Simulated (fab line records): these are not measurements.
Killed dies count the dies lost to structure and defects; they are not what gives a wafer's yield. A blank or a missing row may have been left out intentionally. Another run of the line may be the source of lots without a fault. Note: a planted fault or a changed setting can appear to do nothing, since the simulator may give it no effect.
Matching of chambers | flow n5Finfet | N5_BEOL_M1_ETCH_69 on rieDiel-02: 4 sister chambers
The step etches SiARC in CF4, target depth 15.6 nm, time 26 s. 4 wafers are shown with their chamber, then 12 later ones without.

== WAFERS PAIRED WITH THEIR CHAMBERS ==
wafer  | chamber | showerheadPlenumPTorr (Torr)
L082.5 | 2       | 2.14
L084.1 | 0       | 2.20
L084.2 | 1       | 2.05
L084.3 | 3       | 2.18

== WAFERS WITHOUT THEIR CHAMBER ==
wafer  | showerheadPlenumPTorr (Torr)
L088.1 | 2.18
L088.2 | 2.14
L088.5 | 2.20
L092.1 | 2.19
L092.4 | 2.14
L092.6 | 2.19
L094.1 | 2.17
L094.2 | 2.19
L094.5 | 2.14
L093.3 | 2.19
L093.4 | 2.17
L093.5 | 2.17

== CHAMBER TAKEN BY EACH ==
wafer  | from the rows above     | in truth
L088.1 | 3                       | 3
L088.2 | 2                       | 2
L088.5 | 0                       | 0
L092.1 | can't be placed: 3 or 0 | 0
L092.4 | 2                       | 2
L092.6 | can't be placed: 3 or 0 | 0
L094.1 | 3                       | 3
L094.2 | can't be placed: 3 or 0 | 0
L094.5 | 2                       | 2
L093.3 | can't be placed: 3 or 0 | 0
L093.4 | 3                       | 3
L093.5 | 3                       | 3
Placed correctly: 8 of 12. Cannot be placed on the basis of these rows: 4; the candidates contain the true chamber in 4. Placed wrongly: 0.
How it was worked out, from the rows above alone: a wafer's distance from a chamber is the root of the sum, over the readings, of the square of ((its reading less the chamber's mean) divided by the reading's scatter). If the next closest chamber is less than 2 further off than the closest, the wafer can't be placed; otherwise it belongs to the closest. The mean given for a chamber averages the wafers shown for that chamber. The scatter: root of mean squared gap, hidden wafer to nearest shown wafer, with one shown wafer a chamber.
